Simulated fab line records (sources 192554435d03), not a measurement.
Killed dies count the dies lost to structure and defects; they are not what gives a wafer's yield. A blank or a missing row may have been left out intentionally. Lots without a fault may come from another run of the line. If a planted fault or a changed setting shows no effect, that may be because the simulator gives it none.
fab line records ; flow n5-finfet ; part 2 of 2: steps 5 to 6 of 6
record lots=22; wafers=66; last-day=18
route steps=1938 shown BEOL_M6@1229 BEOL_M7@1263 BEOL_M8@1378
lots with no fault: from the same line, run without faults
start-h: hours from the record's first day to the start of the lot's first wafer shown ; wait-h: time in hours since the lot's previous step ; " unchanged from the row above ; L1.1+2: a row that stands for several wafers ; - either no value or no given start ; * or withheld: withheld ; < > ~ a bound
route shown NAME@n: NAME is a module with steps in the file, n the number in the route of the first one ; usual: mean/standard deviation of fault-free wafers ; same: alike in all rows ; chamber/n: place in a boat ; sites: each site's reading ; _std_site: standard deviation across them ; _edge_site: outer sites' mean less inner sites' ; radius-mm: how far each site lies from the wafer's centre ; mask NAME#n: copy n ; behind: the tool/chamber that last shaped the wafer ; hold: what put the lot on hold/how long, in hours/how the hold closed ; device: names the non-switching transistor (n, p or np) ; end of line: tests run on the same wafers once the route is complete ; a step without rows: its recipe alone ; killed: dies that structure and defects cost at the first sort, which is not the same as the wafer's yield ; map: dies across one wafer; x = killed, . = not, _ = none there
set.NAME: setting as actually run; set.NAME@STEP: the setting as run at that earlier step ; model.NAME: the simulator's own value behind a step, which no gauge read
route steps across a sampled set of lots; one table per step, one row per wafer
services: a tool's chamber out of use, with start hour (start-h, from the record's first day; less than 0 if before it), hours out, and reason
## steps
# step N5_BEOL_M7_SPUTTER_48
# recipe material=Cu; target-thk-a=100; temp-c=-20; bias-v=60; power-w=26000; chamber-pressure-pa=0.13; time-s=1.667
# usual throttle-valve-pct=30.0/1.2
lot.wafer;tool;chamber;start-h;wait-h;throttle-valve-pct
L075.3;pvd-sputter-02;-;191.54;0.1;30.5
L075.4;pvd-sputter-02;-;191.54;0.1;30.1
L075.6;pvd-sputter-02;-;191.54;0.1;30.1
L074.2;pvd-sputter-03;-;206.17;0.2;31.0
L074.5;pvd-sputter-03;-;206.17;0.2;31.0
L074.6;pvd-sputter-03;-;206.17;0.2;31.2
L077.1;pvd-sputter-03;-;207.03;0.1;28.0
L077.2;pvd-sputter-03;-;207.03;0.1;30.1
L077.3;pvd-sputter-03;-;207.03;0.1;30.8
L076.1;pvd-sputter-03;-;207.11;0.1;28.4
L076.3;pvd-sputter-03;-;207.11;0.1;29.6
L076.5;pvd-sputter-03;-;207.11;0.1;28.6
L079.3;pvd-sputter-03;-;221.60;0.1;28.2
L079.5;pvd-sputter-03;-;221.60;0.1;28.3
L079.6;pvd-sputter-03;-;221.60;0.1;30.9
L078.1;pvd-sputter-01;-;221.65;0.1;30.6
L078.5;pvd-sputter-01;-;221.65;0.1;32.4
L078.6;pvd-sputter-01;-;221.65;0.1;30.6
L080.3;pvd-sputter-03;-;229.61;0.1;29.6
L080.4;pvd-sputter-03;-;229.61;0.1;30.8
L080.6;pvd-sputter-03;-;229.61;0.1;28.1
L081.3;pvd-sputter-03;-;233.07;0.1;30.0
L081.4;pvd-sputter-03;-;233.07;0.1;30.5
L081.5;pvd-sputter-03;-;233.07;0.1;31.1
L083.2;pvd-sputter-01;-;240.77;1.2;32.8
L083.5;pvd-sputter-01;-;240.77;1.2;32.5
L083.6;pvd-sputter-01;-;240.77;1.2;30.7
L084.1;pvd-sputter-03;-;255.76;0.1;31.3
L084.3;pvd-sputter-03;-;255.76;0.1;28.2
L084.5;pvd-sputter-03;-;255.76;0.1;30.9
L085.1;pvd-sputter-02;-;259.93;0.1;29.3
L085.3;pvd-sputter-02;-;259.93;0.1;29.9
L085.4;pvd-sputter-02;-;259.93;0.1;28.1
L086.2;pvd-sputter-03;-;269.57;0.3;28.2
L086.4;pvd-sputter-03;-;269.57;0.3;31.1
L086.5;pvd-sputter-03;-;269.57;0.3;30.7
L087.1;pvd-sputter-01;-;290.29;0.9;29.5
L087.4;pvd-sputter-01;-;290.29;0.9;29.4
L087.5;pvd-sputter-01;-;290.29;0.9;29.2
L089.1;pvd-sputter-02;-;292.19;0.1;29.4
L089.4;pvd-sputter-02;-;292.19;0.1;28.3
L089.6;pvd-sputter-02;-;292.19;0.1;28.2
L088.2;pvd-sputter-02;-;294.40;0.1;28.1
L088.5;pvd-sputter-02;-;294.40;0.1;29.2
L088.6;pvd-sputter-02;-;294.40;0.1;30.5
L090.2;pvd-sputter-02;-;299.59;0.1;29.3
L090.4;pvd-sputter-02;-;299.59;0.1;30.5
L090.5;pvd-sputter-02;-;299.59;0.1;27.9
L091.2;pvd-sputter-03;-;302.02;0.1;28.1
L091.5;pvd-sputter-03;-;302.02;0.1;28.3
L091.6;pvd-sputter-03;-;302.02;0.1;30.7
L093.1;pvd-sputter-03;-;311.89;0.1;29.9
L093.2;pvd-sputter-03;-;311.89;0.1;30.6
L093.6;pvd-sputter-03;-;311.89;0.1;28.2
L094.1;pvd-sputter-02;-;316.21;0.1;29.9
L094.4;pvd-sputter-02;-;316.21;0.1;30.4
L094.5;pvd-sputter-02;-;316.21;0.1;29.6
L092.4;pvd-sputter-01;-;316.77;0.0;29.5
L092.5;pvd-sputter-01;-;316.77;0.0;29.3
L092.6;pvd-sputter-01;-;316.77;0.0;32.9
L096.3;pvd-sputter-03;-;332.77;0.1;29.7
L096.4;pvd-sputter-03;-;332.77;0.1;31.0
L096.6;pvd-sputter-03;-;332.77;0.1;28.2
L097.2;pvd-sputter-02;-;336.34;0.2;30.4
L097.3;pvd-sputter-02;-;336.34;0.2;29.4
L097.5;pvd-sputter-02;-;336.34;0.2;27.9
# step N5_BEOL_M8_ETCH_41
# recipe chemistry=CH3F/O2; target=SiCN; target-depth-a=319; taper-deg=2; time-s=57.8; ion-energy-ev=120; mask-material=TiN; pressure-mtorr=30; source-w=395; bias-w=75; Ar_flow_sccm=150; CH3F_flow_sccm=30; O2_flow_sccm=20
# usual drypump-motor-current-A=5.6/0.58; oes-product-au=0.80/0.088; rf-fwd-power-W=391.6/1.5; rf-vpp-V=297.4/1.7; showerhead-plenum-p-Torr=2.01/0.07; throttle-valve-pct=16.2/0.34
lot.wafer;tool;chamber;start-h;wait-h;drypump-motor-current-A;oes-product-au;rf-fwd-power-W;rf-hours-counter-h;rf-vpp-V;showerhead-plenum-p-Torr;throttle-valve-pct
L075.3;rie-diel-05;3;-;-;5.4;0.67;390.7;250;296.4;1.98;16.4
L075.4;rie-diel-05;0;-;-;5.3;0.78;392.7;109;296.0;1.95;16.1
L075.6;rie-diel-05;2;-;-;5.6;0.78;392.0;-;298.2;2.02;16.3
L077.1;rie-diel-05;0;-;-;5.2;0.78;392.0;120;297.1;1.95;16.1
L077.2;rie-diel-05;1;-;-;4.9;0.89;390.9;31;296.0;1.95;15.7
L077.3;rie-diel-05;2;-;-;5.6;0.76;390.5;125;298.1;2.02;16.3
L074.2;rie-diel-05;2;-;-;5.6;0.76;390.5;125;299.1;2.02;16.3
L074.5;rie-diel-05;2;-;-;5.6;0.76;389.3;-;296.5;2.02;16.3
L074.6;rie-diel-05;1;-;-;4.8;0.90;389.1;-;297.0;1.95;15.7
L076.1;rie-diel-02;3;-;-;5.8;0.79;391.7;123;296.7;2.01;16.1
L076.3;rie-diel-02;0;-;-;5.7;0.83;393.4;82;295.8;1.95;16.0
L076.5;rie-diel-02;1;-;-;6.0;0.70;390.2;-;297.4;2.05;16.4
L079.3;rie-diel-06;2;-;-;6.4;0.69;391.2;236;295.8;1.90;17.0
L079.5;rie-diel-06;3;-;-;6.6;0.69;391.4;-;298.5;2.05;16.5
L079.6;rie-diel-06;0;-;-;5.0;0.88;391.1;-;298.4;2.11;16.0
L078.1;rie-diel-06;0;-;-;5.0;0.88;390.9;63;299.9;2.11;16.0
L078.5;rie-diel-06;3;-;-;6.6;0.68;391.4;-;297.6;2.05;16.5
L078.6;rie-diel-06;2;-;-;6.5;0.69;390.2;-;294.2;1.90;17.0
L080.3;rie-diel-02;1;-;-;6.0;0.69;389.6;237;297.7;2.05;16.5
L080.4;rie-diel-02;0;-;-;5.7;0.81;391.5;90;295.7;1.94;16.0
L080.6;rie-diel-02;1;-;-;6.0;0.69;390.0;-;299.3;2.05;16.4
L081.3;rie-diel-06;2;-;-;6.4;0.68;393.5;242;298.1;1.90;17.0
L081.4;rie-diel-06;3;-;-;6.6;0.68;392.5;-;297.9;2.05;16.6
L081.5;rie-diel-06;0;-;-;5.0;0.86;390.0;-;299.0;2.11;15.9
L083.2;rie-diel-06;0;-;-;4.9;0.87;392.0;71;298.8;2.11;16.0
L083.5;rie-diel-06;1;-;-;5.1;0.96;390.8;-;297.1;1.96;15.9
L083.6;rie-diel-06;0;-;-;5.0;0.87;392.4;-;300.5;2.11;16.0
L084.1;rie-diel-06;1;-;-;5.1;0.93;392.3;8;297.3;1.96;15.9
L084.3;rie-diel-06;3;-;-;6.6;0.69;390.3;239;298.9;2.04;16.6
L084.5;rie-diel-06;2;-;-;6.4;0.68;391.5;-;295.0;1.90;17.0
L085.1;rie-diel-02;0;-;-;5.7;0.81;391.9;103;296.0;1.94;16.0
L085.3;rie-diel-02;3;-;-;5.8;0.77;391.8;144;296.9;2.00;16.1
L085.4;rie-diel-02;2;-;-;5.4;0.84;393.4;70;300.4;2.10;15.8
L086.2;rie-diel-05;1;-;-;4.9;0.84;389.1;56;295.4;1.94;15.7
L086.4;rie-diel-05;3;-;-;5.4;0.90;391.1;21;296.7;1.97;16.0
L086.5;rie-diel-05;1;-;-;4.8;0.84;389.9;-;296.3;1.94;15.7
L087.1;rie-diel-05;3;-;-;5.4;0.89;391.8;28;297.5;1.97;16.0
L087.4;rie-diel-05;1;-;-;4.8;0.84;387.9;62;297.0;1.94;15.7
L087.5;rie-diel-05;3;-;-;5.4;0.89;391.4;-;296.3;1.97;16.0
L089.1;rie-diel-06;1;-;-;5.1;0.89;392.5;22;297.3;1.95;15.9
L089.4;rie-diel-06;3;-;-;6.6;0.68;393.5;-;298.4;2.04;16.6
L089.6;rie-diel-06;1;-;-;5.1;0.89;392.1;-;294.8;1.95;15.9
L088.2;rie-diel-05;1;-;-;4.8;0.84;390.3;64;297.6;1.94;15.7
L088.5;rie-diel-05;2;-;-;5.6;0.74;393.3;-;298.0;2.01;16.4
L088.6;rie-diel-05;3;-;-;5.4;0.88;390.8;-;295.5;1.97;16.0
L090.2;rie-diel-06;2;-;-;6.5;0.99;393.4;3;299.4;2.15;16.6
L090.4;rie-diel-06;2;-;-;6.4;0.99;392.8;-;300.1;2.15;16.6
L090.5;rie-diel-06;1;-;-;5.1;0.89;392.7;-;295.8;1.95;16.0
L091.2;rie-diel-02;0;-;-;5.7;0.78;390.3;119;295.4;1.93;16.1
L091.5;rie-diel-02;1;-;-;6.0;0.94;388.7;-;298.5;2.04;16.1
L091.6;rie-diel-02;2;-;-;5.3;0.82;393.1;-;299.4;2.09;15.8
L093.1;rie-diel-06;1;-;-;5.1;0.87;395.3;31;296.5;1.95;16.0
L093.2;rie-diel-06;2;-;-;6.4;0.95;390.9;8;299.5;2.15;16.6
L093.6;rie-diel-06;2;-;-;6.4;0.96;388.9;-;300.6;2.15;16.6
L094.1;rie-diel-05;1;-;-;4.9;0.83;389.9;71;296.2;1.93;15.8
L094.4;rie-diel-05;0;-;-;5.2;0.73;392.4;160;295.7;1.93;16.2
L094.5;rie-diel-05;3;-;-;5.4;0.87;390.9;-;297.1;1.97;16.0
L092.4;rie-diel-05;0;-;-;5.3;0.74;391.8;160;296.2;1.93;16.2
L092.5;rie-diel-05;3;-;-;5.4;0.87;390.6;-;297.2;1.97;16.0
L092.6;rie-diel-05;0;-;-;5.2;0.74;392.6;-;295.0;1.93;16.2
L096.3;rie-diel-02;3;-;-;5.8;0.75;391.9;171;298.2;1.99;16.2
L096.4;rie-diel-02;2;-;-;5.4;0.80;393.6;97;298.3;2.09;15.8
L096.6;rie-diel-02;3;-;-;5.8;0.75;390.0;-;296.9;1.99;16.2
L097.2;rie-diel-06;2;-;-;6.4;0.93;393.8;17;300.9;2.14;16.6
L097.3;rie-diel-06;3;-;-;6.6;0.98;391.7;10;300.3;2.03;16.1
L097.5;rie-diel-06;1;-;-;5.1;0.86;394.1;-;296.1;1.95;16.0
## services
tool;chamber;start-h;hours;kind
pecvd-03;1;157.84;3.6;repair
rie-diel-06;2;168.37;33.9;repair
rie-diel-06;-;195.13;28.1;pm
pecvd-02;0;206.64;4.7;repair
rie-diel-06;1;223.23;-;clean
rie-diel-06;1;223.23;-;consumable-replace:focus-ring
rie-diel-06;1;223.23;18.1;scheduled-down
rie-diel-06;1;223.23;18.1;vent-cycle
pecvd-03;-;238.67;4.3;pm
rie-diel-05;-;250.18;0.4;repair
pecvd-04;-;254.23;6.0;pm
rie-diel-02;1;268.76;-;clean
rie-diel-02;1;268.76;-;consumable-replace:focus-ring
rie-diel-02;1;268.76;20.5;scheduled-down
rie-diel-02;1;268.76;20.5;vent-cycle
rie-diel-06;2;280.14;-;clean
rie-diel-06;2;280.14;-;consumable-replace:focus-ring
pecvd-02;-;290.07;1.3;repair
pvd-sputter-03;-;309.90;0.8;repair
pecvd-04;-;315.53;0.6;repair
rie-diel-05;2;325.98;13.5;repair
rie-diel-05;-;330.64;3.9;repair
pvd-sputter-01;-;335.20;1.6;repair
rie-diel-05;3;336.29;3.1;repair
